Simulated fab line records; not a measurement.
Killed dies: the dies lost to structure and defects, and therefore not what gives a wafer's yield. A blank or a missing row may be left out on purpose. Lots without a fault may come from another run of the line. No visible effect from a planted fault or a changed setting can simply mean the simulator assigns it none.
Which tool is to blame? || flow nand-harc || 33 wafers from 11 lots sampled at 4 of the route's 1302 steps

== WHAT EACH GAUGE READ, for each wafer ==
NHARC_P_ZERO_WELL_CD_MEAS_52 targets a cd of 2000 nm.
{"lot": "L743", "measured": "day 2 01:46", "on": "cd-sem-02", "cd-nm (nm)": "1999.4 1999.2 2001.6"}
{"lot": "L744", "measured": "day 2 12:08", "on": "cd-sem-03", "cd-nm (nm)": "1998.8 2000.8 1999.7"}
{"lot": "L745", "measured": "day 2 21:55", "on": "cd-sem-01", "cd-nm (nm)": "1999.0 1997.3 1999.0"}
{"lot": "L746", "measured": "day 3 07:37", "on": "cd-sem-03", "cd-nm (nm)": "1998.3 1999.5 2000.9"}
{"lot": "L747", "measured": "day 3 17:32", "on": "cd-sem-03", "cd-nm (nm)": "1999.1 1998.3 2001.8"}
{"lot": "L748", "measured": "day 4 05:52", "on": "cd-sem-01", "cd-nm (nm)": "1999.5 1997.6 2000.2"}
{"lot": "L750", "measured": "day 4 23:55", "on": "cd-sem-03", "cd-nm (nm)": "1999.5 2000.2 2000.8"}
{"lot": "L752", "measured": "day 5 19:45", "on": "cd-sem-03", "cd-nm (nm)": "2002.1 2000.7 2001.5"}
{"lot": "L757", "measured": "day 7 21:27", "on": "cd-sem-03", "cd-nm (nm)": "1866.6 1864.8 1866.3 1866.5 1864.6 1866.2"}
{"lot": "L761", "measured": "day 9 14:19", "on": "cd-sem-01", "cd-nm (nm)": "2001.3 1998.7 2002.0"}
{"lot": "L766", "measured": "day 11 15:51", "on": "cd-sem-02", "cd-nm (nm)": "1997.6 1998.6 1998.7"}

== EACH LOT AND THE TOOL THAT RAN IT (in order: tool; ch and the chambers of the sampled wafers; start) ==
{"lot": "L743", "NHARC_P_ZERO_WELL_ETCH_65": "rie-diel-07 ch 1,2, day 1 21:29", "NHARC_P_ZERO_WELL_DESCUM_26": "rie-diel-11 ch 1,3, day 1 22:38", "NHARC_P_ZERO_WELL_EXPOSE_49": "krf-scanner-01 ch 0, day 2 01:37"}
{"lot": "L744", "NHARC_P_ZERO_WELL_ETCH_65": "rie-diel-07 ch 0,1,3, day 2 07:50", "NHARC_P_ZERO_WELL_DESCUM_26": "rie-diel-11 ch 0,1,3, day 2 08:59", "NHARC_P_ZERO_WELL_EXPOSE_49": "krf-scanner-03 ch 0, day 2 11:59"}
{"lot": "L745", "NHARC_P_ZERO_WELL_ETCH_65": "rie-diel-06 ch 0,1,2, day 2 17:29", "NHARC_P_ZERO_WELL_DESCUM_26": "rie-diel-07 ch 0,2, day 2 18:45", "NHARC_P_ZERO_WELL_EXPOSE_49": "krf-scanner-02 ch 0, day 2 21:46"}
{"lot": "L746", "NHARC_P_ZERO_WELL_ETCH_65": "rie-diel-07 ch 0,1,2, day 3 03:22", "NHARC_P_ZERO_WELL_DESCUM_26": "rie-diel-06 ch 0,1,3, day 3 04:38", "NHARC_P_ZERO_WELL_EXPOSE_49": "krf-scanner-01 ch 0, day 3 07:26"}
{"lot": "L747", "NHARC_P_ZERO_WELL_ETCH_65": "rie-diel-07 ch 0,1, day 3 13:30", "NHARC_P_ZERO_WELL_DESCUM_26": "rie-diel-06 ch 0,3, day 3 14:38", "NHARC_P_ZERO_WELL_EXPOSE_49": "krf-scanner-01 ch 0, day 3 17:23"}
{"lot": "L748", "NHARC_P_ZERO_WELL_ETCH_65": "rie-diel-11 ch 1,3, day 4 01:34", "NHARC_P_ZERO_WELL_DESCUM_26": "rie-diel-07 ch 0,2,3, day 4 02:55", "NHARC_P_ZERO_WELL_EXPOSE_49": "krf-scanner-02 ch 0, day 4 05:43"}
{"lot": "L750", "NHARC_P_ZERO_WELL_ETCH_65": "rie-diel-06 ch 0,1,3, day 4 19:30", "NHARC_P_ZERO_WELL_DESCUM_26": "rie-diel-06 ch 1,2, day 4 20:44", "NHARC_P_ZERO_WELL_EXPOSE_49": "krf-scanner-01 ch 0, day 4 23:46"}
{"lot": "L752", "NHARC_P_ZERO_WELL_ETCH_65": "rie-diel-11 ch 2,3, day 5 15:36", "NHARC_P_ZERO_WELL_DESCUM_26": "rie-diel-11 ch 0,2,3, day 5 16:46", "NHARC_P_ZERO_WELL_EXPOSE_49": "krf-scanner-02 ch 0, day 5 19:36"}
{"lot": "L757", "NHARC_P_ZERO_WELL_ETCH_65": "rie-diel-07 ch 1,2,3, day 7 17:22", "NHARC_P_ZERO_WELL_DESCUM_26": "rie-diel-07 ch 1,2,3, day 7 18:32", "NHARC_P_ZERO_WELL_EXPOSE_49": "krf-scanner-01 ch 0, day 7 21:17"}
{"lot": "L761", "NHARC_P_ZERO_WELL_ETCH_65": "rie-diel-11 ch 0,1,3, day 9 09:32", "NHARC_P_ZERO_WELL_DESCUM_26": "rie-diel-06 ch 1,2,3, day 9 10:40", "NHARC_P_ZERO_WELL_EXPOSE_49": "krf-scanner-02 ch 0, day 9 14:10"}
{"lot": "L766", "NHARC_P_ZERO_WELL_ETCH_65": "rie-diel-06 ch 0,2,3, day 11 11:29", "NHARC_P_ZERO_WELL_DESCUM_26": "rie-diel-06 ch 1,2,3, day 11 12:46", "NHARC_P_ZERO_WELL_EXPOSE_49": "krf-scanner-01 ch 0, day 11 15:42"}
- NHARC_P_ZERO_WELL_ETCH_65: etches the open film in N2/H2, target depth 80 nm, overetch 24 nm, time 87.88 s.
- NHARC_P_ZERO_WELL_DESCUM_26: chemistry O2, time 3 s.
- NHARC_P_ZERO_WELL_EXPOSE_49: exposes mask P HVPW, target cd 2000 nm.

== THE ANSWER, worked out from the rows above alone ==
Rule: what is usual is taken from the lots themselves. Put in order of their means at a reading, lots are off if they are a third of the lots or fewer, leave a main group of 4 or more, and stand apart from it by a gap of 3 or more times the standard deviation of the main group's means; of several such gaps the widest counts. The tables above print the reading to a certain number of digits; a main group whose means all agree to those digits is not used. A lot without any number at a reading at which 4 lots or more have one is off too. Any other lot the step has rows for is counted as sound.
Off at NHARC_P_ZERO_WELL_CD_MEAS_52 (cd-nm): L757. Main group: mean 1999.7 nm, sd 0.91.
A tool fits if, at a process step before that reading, it ran every lot that is off, and no sound lot after the first of them. The gauges at NHARC_P_ZERO_WELL_CD_MEAS_52 are tried like those tools. Can't be told from this: 2 tools fit, rie-diel-07 at NHARC_P_ZERO_WELL_ETCH_65 and NHARC_P_ZERO_WELL_DESCUM_26, cd-sem-03 at NHARC_P_ZERO_WELL_CD_MEAS_52.

== WHAT THE SIMULATOR PUT IN ==
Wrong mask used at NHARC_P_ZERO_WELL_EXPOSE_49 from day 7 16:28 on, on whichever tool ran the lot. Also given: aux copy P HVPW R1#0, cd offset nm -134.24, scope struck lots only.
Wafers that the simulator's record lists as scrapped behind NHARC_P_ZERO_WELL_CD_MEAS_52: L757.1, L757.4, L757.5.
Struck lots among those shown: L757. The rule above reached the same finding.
